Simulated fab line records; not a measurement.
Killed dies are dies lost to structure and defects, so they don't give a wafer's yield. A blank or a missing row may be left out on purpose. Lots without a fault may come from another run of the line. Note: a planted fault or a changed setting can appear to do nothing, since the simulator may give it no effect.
A struck lot beside a sound one :: flow n5 finfet :: 36 steps out of a route of 1938
Sound: the wafers L883.3, L883.4, L883.5. Struck: wafers L892.2, L892.3, L892.4. The cause is named last.
For every step that has rows: the tool of each side, followed by ch and its chambers, followed by its first start. Under that, the readings that differ: sound wafers :: struck wafers :: difference of the means :: sigmas: that difference in standard deviations of wafers without a fault.
alike: a reading whose means differ by less than 2 such deviations, as well as words and numbers matching on both sides. not compared: withheld readings; readings where some wafer has no value; bounds like >300 that might hide an equal value; numbers whose values overlap and for which the record gives no deviation.
A row with sigmas, a row that says differs or no value, or rows on one side alone: a step with any of these is where the two part. Non-overlapping numbers with no deviation appear without sigmas and do not part them. A reading missing from all wafers of one side parts the sides only when that side holds two or more wafers.

first, 9 steps without rows for these wafers: N5_BEOL_M4_ANNEAL_95 (time 240 s); N5_BEOL_M4_SPUTTER_96 (material Cu, target thk 4.5 nm, time 8.29 s); N5_BEOL_M4_ECD_50 (material Cu, target thk 300 nm); N5_BEOL_M4_ANNEAL_51 (time 90 s); N5_BEOL_M4_CMP_52 (polishes, stops on SiOC, t overpolish 6.8 s, target thk 40 nm); N5_BEOL_M4_PRE_CLEAN_60 (time 15 s); N5_BEOL_M4_CO_CAP_55 (material Co, precursor CCTBA/H2, target thk 2 nm, time 102.1 s); N5_BEOL_M4_PRE_CLEAN_56 (time 15 s); N5_BEOL_M4_DEP_57 (deposits SiCN from 3MS/NH3, target thk 8 nm, time 14 s).
N5_BEOL_M4_RC_MEAS_101:
  sound on prober-01 ch 0, day 9 13:31; struck on prober-02 ch 0, day 11 09:50
  alike: DIBL_N, DIBL_P, IOFF_N, IOFF_P, ION_N, ION_P, SS_N, SS_P, VT_N, VT_P
then, 24 steps without rows for these wafers: N5_BEOL_M5_ILD_DEP_00 (deposits SiCOH lowk from DEMS/porogen, target thk 140.64 nm, time 25.9 s); N5_BEOL_M5_CURE_79 (cures SiCOH lowk, time 240 s); N5_BEOL_M5_PECVD_70 (deposits SiO2 from TEOS/O2, target thk 16 nm, time 18 s); N5_BEOL_M5_HM_DEP_02 (deposits TiN, target thk 20 nm); N5_BEOL_M5_COAT_59 (time 60 s, resist thk 60 nm); N5_BEOL_M5_COAT_60 (time 60 s, resist thk 12 nm); N5_BEOL_M5_COAT_71 (time 60 s, resist thk 5 nm); N5_BEOL_M5_COAT_05 (resist thk 30 nm); N5_BEOL_M5_EBR_07; N5_BEOL_M5_SOFTBAKE_06 (time 60 s); N5_BEOL_M5_EXPOSE_08 (exposes mask M5, target cd 28 nm); N5_BEOL_M5_PEB_09 (peb time 60 s); N5_BEOL_M5_DEVELOP_10 (develop time 30 s); N5_BEOL_M5_DESCUM_16 (chemistry O2, time 7 s); N5_BEOL_M5_ETCH_72 (etches underlayer in N2/H2, target depth 6.5 nm, time 5.2 s); N5_BEOL_M5_ETCH_61 (etches SiARC in CF4, target depth 15.6 nm, time 26 s); N5_BEOL_M5_ETCH_62 (etches SOC in N2/H2, target depth 75 nm, overetch 15 nm, time 112.5 s); N5_BEOL_M5_STRIP_63 (strips in N2/H2); N5_BEOL_M5_STRIP_73 (strips in N2/H2); N5_BEOL_M5_STRIP_64 (strips in CF4); N5_BEOL_M5_HM_OPEN_17 (chemistry Cl2/BCl3, target TiN, target depth 20 nm, overetch 6 nm); N5_BEOL_M5_STRIP_19 (strips in O2); N5_BEOL_M5_COAT_65 (time 60 s, resist thk 60 nm); N5_BEOL_M5_COAT_66 (time 60 s, resist thk 12 nm).
-- record jumps: 4 days separate the struck wafers' starts on either side; left off in module BEOL_M5, taken up again in module MIM_TOP, whose first shown step is the route's number 1836 --
N5_MIM_TOP_ALD_02: deposits Al2O3, purge time 3 s, co reactant pulse time 3 s.
  sound on ald hk-01 ch 1,3, day 13 03:00; struck on ald hk-02 ch 0,2,3, day 15 10:00
reading: precursor pulse height rel
sound: 0.996 1.015 1.007
struck: - - -
difference: no value on the struck wafers
sigmas: 
N5_PASSIVATION_PROBE_49:
  sound on prober-01 at day 13 17:46; struck on prober-01 at day 16 02:22
reading: killed at front end
sound: 71 67 67
struck: 37 14 39
difference: -38
sigmas: -3

reading: killed at other
sound: 0 0 1
struck: 65 62 72
difference: +66
sigmas: +23

reading: killed open
sound: 91 81 105
struck: 53 51 61
difference: -37
sigmas: -3

reading: killed short
sound: 52 44 55
struck: 34 16 24
difference: -26
sigmas: -3

reading: sort_bin_5_function (%)
sound: 7.7 6.3 7.3
struck: 9.4 9.0 9.7
difference: +2.3
sigmas: +2

reading: sort_bin_6_memory (%)
sound: 4.3 4.2 5.6
struck: 2.4 1.7 2.8
difference: -2.4
sigmas: -3
  alike: defect limited yield, killed_at_M0_to_M3, killed_at_M4_up, killed at contacts, killed dies, killed on rim, sort_bin_8_speed, sort n pass, sort yield pct

## WHERE THEY PART
Last at N5_PASSIVATION_PROBE_49 as far as this record goes, first at N5_MIM_TOP_ALD_02.

WHY: what the simulator had put in
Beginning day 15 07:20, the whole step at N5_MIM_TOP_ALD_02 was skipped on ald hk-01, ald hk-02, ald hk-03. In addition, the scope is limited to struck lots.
